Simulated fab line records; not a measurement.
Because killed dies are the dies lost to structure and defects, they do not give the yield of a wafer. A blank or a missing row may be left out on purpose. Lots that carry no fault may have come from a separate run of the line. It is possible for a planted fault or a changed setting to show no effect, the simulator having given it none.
Split-lot experiment || flow n5Finfet || 7 lots, 39 wafers read, on a route of 1938 steps

== ABOUT THE SPLIT ==
At N5_FIN_SAQP_HM_DEP_03 (deposits SiNx from SiH4/NH3/N2, target thk 38 nm, time 33.6 s), the setting timeS was moved away from the recipe's 33.6 s on 18 of the 39 wafers read, by -14.8% to +15.0%. This setting was run at the recipe's value on the other wafers.

== FROM THE SPLIT TO THE READING: what the file shows between them, 4 steps ==
- N5_FIN_SAQP_THK_MEAS_05
- N5_FIN_SAQP_PECVD_47: deposits a-Si from SiH4/He, target thk 45 nm, time 36.3 s
- N5_FIN_SAQP_PECVD_48: deposits SiNx from SiH4/NH3/N2, target thk 25 nm, time 22.1 s
- N5_FIN_SAQP_MANDREL2_REMOVE_60: chemistry HBr/Cl2/O2, target a-Si, stops on SiNx, bt time 10 s

== THE READING ==
etch.depthNm (the simulator's own value, which no gauge read), in nm, at N5_FIN_SAQP_HM_OPEN_33 (chemistry CH3F/O2, target SiNx, target depth 49.4 nm, time 70.6 s). There is no usual value for it anywhere in the file. The 21 wafers here that ran the recipe average 37.34 nm, standard deviation 0.48 nm.

{"wafer": "L074.1", "tool, chamber at the split": "pecvd-03, 2", "timeS as run, s": 33.6, "against the recipe": "recipe", "etch.depthNm, nm": 36.87, "against lot-mates on the recipe": "-"}
{"wafer": "L074.2", "tool, chamber at the split": "pecvd-03, 1", "timeS as run, s": 38.65, "against the recipe": "+15.0%", "etch.depthNm, nm": 41.92, "against lot-mates on the recipe": "+4.72"}
{"wafer": "L074.3", "tool, chamber at the split": "pecvd-03, 0", "timeS as run, s": 38.65, "against the recipe": "+15.0%", "etch.depthNm, nm": 43.14, "against lot-mates on the recipe": "+5.94"}
{"wafer": "L074.4", "tool, chamber at the split": "pecvd-03, 1", "timeS as run, s": 38.65, "against the recipe": "+15.0%", "etch.depthNm, nm": 42.58, "against lot-mates on the recipe": "+5.38"}
{"wafer": "L074.5", "tool, chamber at the split": "pecvd-03, 2", "timeS as run, s": 33.6, "against the recipe": "recipe", "etch.depthNm, nm": 36.89, "against lot-mates on the recipe": "-"}
{"wafer": "L074.6", "tool, chamber at the split": "pecvd-03, 0", "timeS as run, s": 33.6, "against the recipe": "recipe", "etch.depthNm, nm": 37.83, "against lot-mates on the recipe": "-"}
{"wafer": "L076.1", "tool, chamber at the split": "pecvd-02, 2", "timeS as run, s": 29.87, "against the recipe": "-11.1%", "etch.depthNm, nm": 32.62, "against lot-mates on the recipe": -4.67}
{"wafer": "L076.2", "tool, chamber at the split": "pecvd-02, 0", "timeS as run, s": 33.6, "against the recipe": "recipe", "etch.depthNm, nm": 37.13, "against lot-mates on the recipe": "-"}
{"wafer": "L076.3", "tool, chamber at the split": "pecvd-02, 1", "timeS as run, s": 33.6, "against the recipe": "recipe", "etch.depthNm, nm": 36.75, "against lot-mates on the recipe": "-"}
{"wafer": "L076.4", "tool, chamber at the split": "pecvd-02, 1", "timeS as run, s": 29.87, "against the recipe": "-11.1%", "etch.depthNm, nm": 33.54, "against lot-mates on the recipe": -3.75}
{"wafer": "L076.5", "tool, chamber at the split": "pecvd-02, 0", "timeS as run, s": 33.6, "against the recipe": "recipe", "etch.depthNm, nm": 37.98, "against lot-mates on the recipe": "-"}
{"wafer": "L076.6", "tool, chamber at the split": "pecvd-02, 2", "timeS as run, s": 29.87, "against the recipe": "-11.1%", "etch.depthNm, nm": 33.47, "against lot-mates on the recipe": -3.82}
{"wafer": "L082.1", "tool, chamber at the split": "pecvd-02, 1", "timeS as run, s": 33.6, "against the recipe": "recipe", "etch.depthNm, nm": 37.65, "against lot-mates on the recipe": "-"}
{"wafer": "L082.2", "tool, chamber at the split": "pecvd-02, 0", "timeS as run, s": 33.6, "against the recipe": "recipe", "etch.depthNm, nm": 37.87, "against lot-mates on the recipe": "-"}
{"wafer": "L082.3", "tool, chamber at the split": "pecvd-02, 2", "timeS as run, s": 30.1, "against the recipe": "-10.4%", "etch.depthNm, nm": 33.47, "against lot-mates on the recipe": -4.45}
{"wafer": "L082.4", "tool, chamber at the split": "pecvd-02, 1", "timeS as run, s": 33.6, "against the recipe": "recipe", "etch.depthNm, nm": 38.25, "against lot-mates on the recipe": "-"}
{"wafer": "L082.5", "tool, chamber at the split": "pecvd-02, 2", "timeS as run, s": 30.1, "against the recipe": "-10.4%", "etch.depthNm, nm": 33.93, "against lot-mates on the recipe": -3.99}
{"wafer": "L082.6", "tool, chamber at the split": "pecvd-02, 0", "timeS as run, s": 30.1, "against the recipe": "-10.4%", "etch.depthNm, nm": 34.38, "against lot-mates on the recipe": -3.54}
{"wafer": "L090.2", "tool, chamber at the split": "pecvd-02, 2", "timeS as run, s": 33.6, "against the recipe": "recipe", "etch.depthNm, nm": 37.6, "against lot-mates on the recipe": "-"}
{"wafer": "L090.3", "tool, chamber at the split": "pecvd-02, 1", "timeS as run, s": 33.6, "against the recipe": "recipe", "etch.depthNm, nm": 36.7, "against lot-mates on the recipe": "-"}
{"wafer": "L090.4", "tool, chamber at the split": "pecvd-02, 1", "timeS as run, s": 33.6, "against the recipe": "recipe", "etch.depthNm, nm": 37.67, "against lot-mates on the recipe": "-"}
{"wafer": "L095.1", "tool, chamber at the split": "pecvd-02, 1", "timeS as run, s": 29.19, "against the recipe": "-13.1%", "etch.depthNm, nm": 32.21, "against lot-mates on the recipe": -5.50}
{"wafer": "L095.2", "tool, chamber at the split": "pecvd-02, 0", "timeS as run, s": 33.6, "against the recipe": "recipe", "etch.depthNm, nm": 37.41, "against lot-mates on the recipe": "-"}
{"wafer": "L095.3", "tool, chamber at the split": "pecvd-02, 2", "timeS as run, s": 33.6, "against the recipe": "recipe", "etch.depthNm, nm": 37.66, "against lot-mates on the recipe": "-"}
{"wafer": "L095.4", "tool, chamber at the split": "pecvd-02, 1", "timeS as run, s": 29.19, "against the recipe": "-13.1%", "etch.depthNm, nm": 32.49, "against lot-mates on the recipe": -5.22}
{"wafer": "L095.5", "tool, chamber at the split": "pecvd-02, 2", "timeS as run, s": 33.6, "against the recipe": "recipe", "etch.depthNm, nm": 38.07, "against lot-mates on the recipe": "-"}
{"wafer": "L095.6", "tool, chamber at the split": "pecvd-02, 0", "timeS as run, s": 29.19, "against the recipe": "-13.1%", "etch.depthNm, nm": 33.08, "against lot-mates on the recipe": -4.63}
{"wafer": "L096.1", "tool, chamber at the split": "pecvd-03, 0", "timeS as run, s": 33.6, "against the recipe": "recipe", "etch.depthNm, nm": 36.76, "against lot-mates on the recipe": "-"}
{"wafer": "L096.2", "tool, chamber at the split": "pecvd-03, 1", "timeS as run, s": 28.63, "against the recipe": "-14.8%", "etch.depthNm, nm": 30.65, "against lot-mates on the recipe": -6.32}
{"wafer": "L096.3", "tool, chamber at the split": "pecvd-03, 2", "timeS as run, s": 28.63, "against the recipe": "-14.8%", "etch.depthNm, nm": 30.57, "against lot-mates on the recipe": -6.40}
{"wafer": "L096.4", "tool, chamber at the split": "pecvd-03, 0", "timeS as run, s": 33.6, "against the recipe": "recipe", "etch.depthNm, nm": 37.03, "against lot-mates on the recipe": "-"}
{"wafer": "L096.5", "tool, chamber at the split": "pecvd-03, 1", "timeS as run, s": 33.6, "against the recipe": "recipe", "etch.depthNm, nm": 37.12, "against lot-mates on the recipe": "-"}
{"wafer": "L096.6", "tool, chamber at the split": "pecvd-03, 2", "timeS as run, s": 28.63, "against the recipe": "-14.8%", "etch.depthNm, nm": 31.05, "against lot-mates on the recipe": -5.92}
{"wafer": "L097.1", "tool, chamber at the split": "pecvd-04, 0", "timeS as run, s": 33.6, "against the recipe": "recipe", "etch.depthNm, nm": 37.06, "against lot-mates on the recipe": "-"}
{"wafer": "L097.2", "tool, chamber at the split": "pecvd-04, 1", "timeS as run, s": 33.6, "against the recipe": "recipe", "etch.depthNm, nm": 37.24, "against lot-mates on the recipe": "-"}
{"wafer": "L097.3", "tool, chamber at the split": "pecvd-04, 2", "timeS as run, s": 33.6, "against the recipe": "recipe", "etch.depthNm, nm": 36.66, "against lot-mates on the recipe": "-"}
{"wafer": "L097.4", "tool, chamber at the split": "pecvd-04, 2", "timeS as run, s": 37.2, "against the recipe": "+10.7%", "etch.depthNm, nm": 41.77, "against lot-mates on the recipe": "+4.78"}
{"wafer": "L097.5", "tool, chamber at the split": "pecvd-04, 1", "timeS as run, s": 37.2, "against the recipe": "+10.7%", "etch.depthNm, nm": 41.14, "against lot-mates on the recipe": "+4.15"}
{"wafer": "L097.6", "tool, chamber at the split": "pecvd-04, 0", "timeS as run, s": 37.2, "against the recipe": "+10.7%", "etch.depthNm, nm": 41.62, "against lot-mates on the recipe": "+4.63"}

THE FIT
A straight line over all 39 wafers: etch.depthNm changes by +0.377 nm for each +1% of timeS; r = +0.99; the points scatter about the line by 0.57 nm.
The same after taking each lot's own level away (the mean of its wafers on the recipe; 39 wafers): +0.388 nm for each +1%; r = +0.99; scatter 0.43 nm.
Per that fit: largest timeS move, reading shift of 5.8 nm.
The lots' own levels span 36.970 to 37.923 nm, that is 2.0 times the standard deviation above.
Consequently the slope shifts little with the lot-to-lot level, the two slopes agreeing.
Check: with one of the wafers moved furthest among these (+15.0%) left out of the fit, the line predicts +5.97 nm for it against its lot-mates. It came out at +4.72 nm against them.

== THE WHOLE CHAIN: every reading that the file lists as answering this split, in the file's order ==
{"step": "N5_FIN_SAQP_HM_DEP_03", "what it does": "deposits SiNx from SiH4/NH3/N2, target thk 38 nm, time 33.6 s", "reading": "SiNx_of_FIN_SAQP_HM_DEP_03.thkNm (the simulator's own value, which no gauge read)", "change (the file's fit)": "+0.389 nm for each +1% of the setting", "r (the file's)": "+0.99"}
{"step": "N5_FIN_SAQP_THK_MEAS_05", "what it does": "", "reading": "thkNm", "change (the file's fit)": "withheld for each +1% of the setting", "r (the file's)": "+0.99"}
{"step": "N5_FIN_SAQP_HM_OPEN_33", "what it does": "chemistry CH3F/O2, target SiNx, target depth 49.4 nm, time 70.6 s", "reading": "etchRfOnTimeS", "change (the file's fit)": "withheld for each +1% of the setting", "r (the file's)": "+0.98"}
{"step": "N5_FIN_SAQP_HM_OPEN_33", "what it does": "chemistry CH3F/O2, target SiNx, target depth 49.4 nm, time 70.6 s", "reading": "etch.depthNm (the simulator's own value, which no gauge read)", "change (the file's fit)": "+0.389 nm for each +1% of the setting", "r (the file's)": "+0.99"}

== FILE'S OWN FIT ==
etch.depthNm changes by +0.389 nm for each +1% of timeS, r = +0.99.
